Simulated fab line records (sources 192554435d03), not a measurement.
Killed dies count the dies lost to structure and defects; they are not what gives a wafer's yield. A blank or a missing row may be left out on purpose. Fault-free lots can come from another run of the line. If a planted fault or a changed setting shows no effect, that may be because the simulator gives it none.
What tool caused it? / flow n5Finfet / 12 lots, 36 wafers sampled, at 1 step of a route of 1938

WHAT EACH GAUGE READ, for each wafer
N5_BEOL_M3_CD_MEAS_11: target cd 17.05 nm.
lot=L076; measured=day 7 08:35; on=cdSem-03; cdNm (nm)=16.99 16.86 16.66
lot=L077; measured=day 7 17:57; on=cdSem-02; cdNm (nm)=17.21 16.93 17.14
lot=L079; measured=day 8 12:25; on=cdSem-03; cdNm (nm)=17.22 16.38 17.10
lot=L081; measured=day 9 00:53; on=cdSem-03; cdNm (nm)=17.03 17.07 17.30
lot=L083; measured=day 9 13:06; on=cdSem-01; cdNm (nm)=16.87 16.79 17.21
lot=L084; measured=day 9 17:53; on=cdSem-03; cdNm (nm)=16.70 17.22 17.45
lot=L086; measured=day 11 02:52; on=cdSem-03; cdNm (nm)=17.21 17.00 17.31
lot=L088; measured=day 11 11:14; on=cdSem-02; cdNm (nm)=17.06 17.19 17.42
lot=L094; measured=day 12 16:47; on=cdSem-03; cdNm (nm)=17.37 17.31 17.00
lot=L095; measured=day 12 17:48; on=cdSem-03; cdNm (nm)=17.33 16.65 17.00
lot=L092; measured=day 12 18:49; on=cdSem-03; cdNm (nm)=17.58 17.46 16.88
lot=L097; measured=day 13 13:52; on=cdSem-02; cdNm (nm)=16.92 16.97 16.89

EACH LOT AND THE TOOL THAT RAN IT (in order: tool; ch and the chambers of the sampled wafers; start)
The record shows no process step preceding these readings.

THE ANSWER, worked out from the rows above alone
Rule: the lots themselves supply what counts as usual. The widest of any qualifying gaps counts: lots, ordered by their means at a reading, are off when they make up no more than a third of the lots, leave a main group of 4 or more, and stand apart from it by 3 or more times the standard deviation of that group's means. If all means in a main group match to the digits the tables above print for the reading, that group is not used. Also off: a lot with no number at a reading for which 4 or more lots have one. All remaining lots with rows at the step are treated as sound.
None of the lots is off at any reading shown; this tells nothing.

WHAT WAS PUT IN BY THE SIMULATOR
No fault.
